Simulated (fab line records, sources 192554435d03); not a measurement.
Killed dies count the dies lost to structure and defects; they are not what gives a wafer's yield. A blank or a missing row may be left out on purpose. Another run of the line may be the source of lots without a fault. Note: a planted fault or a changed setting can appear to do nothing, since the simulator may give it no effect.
Comparing a struck lot with a sound one || flow n5-finfet || 38 steps out of a route of 1938
Sound: these wafers, L416.1, L416.2, L416.5. Struck: wafer L427.4 (left out: L427.1, L427.2 of the same lot, which were not struck); the cause appears at the end.
For every step that has rows: the tool of each side, followed by ch and its chambers, followed by its first start. Under that, the readings that differ: sound wafers || struck wafers || difference of the means || sigmas: that difference in standard deviations of wafers without a fault.
alike: readings with means less than 2 such deviations apart, plus words and numbers identical on both sides. not compared: withheld readings, readings lacking a value on some wafer, bounds such as >300 that could conceal the same value, and numbers that have no deviation in the record and whose values overlap.
Wherever a step has rows on one side only, a row that says differs or no value, or a row with sigmas, the two part there. Numbers that have no deviation but don't overlap get no sigmas and don't part them. A reading missing from all wafers of one side parts the sides only when that side holds two or more wafers.

first, 9 steps without rows for these wafers: N5_BEOL_M4_ANNEAL_95 (time 240 s); N5_BEOL_M4_SPUTTER_96 (material Cu, target thk 4.5 nm, time 8.29 s); N5_BEOL_M4_ECD_50 (material Cu, target thk 300 nm); N5_BEOL_M4_ANNEAL_51 (time 90 s); N5_BEOL_M4_CMP_52 (polishes, stops on SiOC, t overpolish 6.8 s, target thk 40 nm); N5_BEOL_M4_PRE_CLEAN_60 (time 15 s); N5_BEOL_M4_CO_CAP_55 (material Co, precursor CCTBA/H2, target thk 2 nm, time 102.1 s); N5_BEOL_M4_PRE_CLEAN_56 (time 15 s); N5_BEOL_M4_DEP_57 (deposits SiCN from 3MS/NH3, target thk 8 nm, time 14 s).
N5_BEOL_M4_RC_MEAS_101:
  sound on prober-01 ch 0, day 8 02:44; struck on prober-01 ch 0, day 12 02:25
{"reading": "ION_N (uA/um)", "sound": "656 669 650", "struck": 685, "difference": "+27", "sigmas": "+2"}
{"reading": "ION_P (uA/um)", "sound": "450 463 440", "struck": 473, "difference": "+22", "sigmas": "+3"}
{"reading": "VT_N (mV)", "sound": "255 253 256", "struck": 247, "difference": -8, "sigmas": -2}
  alike: DIBL_N, DIBL_P, IOFF_N, IOFF_P, SS_N, SS_P, VT_P
then, 24 steps without rows for these wafers: N5_BEOL_M5_ILD_DEP_00 (deposits SiCOH lowk from DEMS/porogen, target thk 140.64 nm, time 25.9 s); N5_BEOL_M5_CURE_79 (cures SiCOH lowk, time 240 s); N5_BEOL_M5_PECVD_70 (deposits SiO2 from TEOS/O2, target thk 16 nm, time 18 s); N5_BEOL_M5_HM_DEP_02 (deposits TiN, target thk 20 nm); N5_BEOL_M5_COAT_59 (time 60 s, resist thk 60 nm); N5_BEOL_M5_COAT_60 (time 60 s, resist thk 12 nm); N5_BEOL_M5_COAT_71 (time 60 s, resist thk 5 nm); N5_BEOL_M5_COAT_05 (resist thk 30 nm); N5_BEOL_M5_EBR_07; N5_BEOL_M5_SOFTBAKE_06 (time 60 s); N5_BEOL_M5_EXPOSE_08 (exposes mask M5, target cd 28 nm); N5_BEOL_M5_PEB_09 (peb time 60 s); N5_BEOL_M5_DEVELOP_10 (develop time 30 s); N5_BEOL_M5_DESCUM_16 (chemistry O2, time 7 s); N5_BEOL_M5_ETCH_72 (etches underlayer in N2/H2, target depth 6.5 nm, time 5.2 s); N5_BEOL_M5_ETCH_61 (etches SiARC in CF4, target depth 15.6 nm, time 26 s); N5_BEOL_M5_ETCH_62 (etches SOC in N2/H2, target depth 75 nm, overetch 15 nm, time 112.5 s); N5_BEOL_M5_STRIP_63 (strips in N2/H2); N5_BEOL_M5_STRIP_73 (strips in N2/H2); N5_BEOL_M5_STRIP_64 (strips in CF4); N5_BEOL_M5_HM_OPEN_17 (chemistry Cl2/BCl3, target TiN, target depth 20 nm, overetch 6 nm); N5_BEOL_M5_STRIP_19 (strips in O2); N5_BEOL_M5_COAT_65 (time 60 s, resist thk 60 nm); N5_BEOL_M5_COAT_66 (time 60 s, resist thk 12 nm).
N5_BEOL_M7_CMP_52: polishes, stops on SiCOH lowk, t overpolish 6.9 s, target thk 80 nm.
  sound on cmp-03 ch 1,3, day 9 12:07; struck on cmp-03 ch 0, day 13 06:57
{"reading": "barrier-field-endpoint-s (s)", "sound": "29.6 29.0 29.4", "struck": 46.9, "difference": "+17.6", "sigmas": "+22"}
{"reading": "overpolish-run-s (s)", "sound": "6.891 6.902 6.909", "struck": 0.041, "difference": -6.860, "sigmas": "-99 or more"}
{"reading": "time-to-endpoint-s (s)", "sound": "69 62 67", "struck": 81, "difference": "+15", "sigmas": "+4"}
  alike: head-pressure-psi, motor-current-A
N5_BEOL_M7_THK_MEAS_53: measures by xrf.
  sound on film-metro-01 at day 9 12:25; struck on film-metro-01 at day 13 07:14
{"reading": "M7_THK (nm)", "sound": "81.3 78.3 81.6", "struck": 190.8, "difference": "+110.4", "sigmas": "+48"}
N5_BEOL_M7_INSPECT_58: inspects for defects (darkfield).
  sound on defect-inspect-01 at day 9 12:34; struck on defect-inspect-02 at day 13 07:24
{"reading": "raw-defect-count", "sound": "88 78 80", "struck": 1244, "difference": "+1162", "sigmas": "+55"}
-- the record jumps here: 3 days lie between the struck wafers' starts before and after (it left off in module BEOL_M7 and takes up again in module PASSIVATION, whose first step shown is number 1936 of the route) --
N5_PASSIVATION_PROBE_49:
  sound on prober-01 at day 12 12:44; struck on prober-02 at day 16 00:39
{"reading": "defect-limited-yield (%)", "sound": "91.6 91.0 92.3", "struck": 0, "difference": -92, "sigmas": -65}
{"reading": "killed_at_M4_up", "sound": "3 14 14", "struck": 1111, "difference": "+1101", "sigmas": "+99 or more"}
{"reading": "killed-at-contacts", "sound": "18 29 18", "struck": 6, "difference": -16, "sigmas": -2}
{"reading": "killed-dies", "sound": "99 106 91", "struck": 1180, "difference": "+1081", "sigmas": "+64"}
{"reading": "killed-on-rim", "sound": "17 9 19", "struck": 152, "difference": "+137", "sigmas": "+30"}
{"reading": "sort-n-pass", "sound": "1081 1074 1088", "struck": 0, "difference": -1081, "sigmas": -64}
{"reading": "sort-yield-pct (%)", "sound": "91.6 91.0 92.2", "struck": 0, "difference": -92, "sigmas": -65}
  alike: killed_at_M0_to_M3, killed-at-front-end, killed-at-other, killed-open, killed-short, sort_bin_5_function, sort_bin_6_memory, sort_bin_8_speed

## WHERE THEY PART
First at N5_BEOL_M4_RC_MEAS_101; last, within this record, at N5_PASSIVATION_PROBE_49.

WHY: what the simulator had put in
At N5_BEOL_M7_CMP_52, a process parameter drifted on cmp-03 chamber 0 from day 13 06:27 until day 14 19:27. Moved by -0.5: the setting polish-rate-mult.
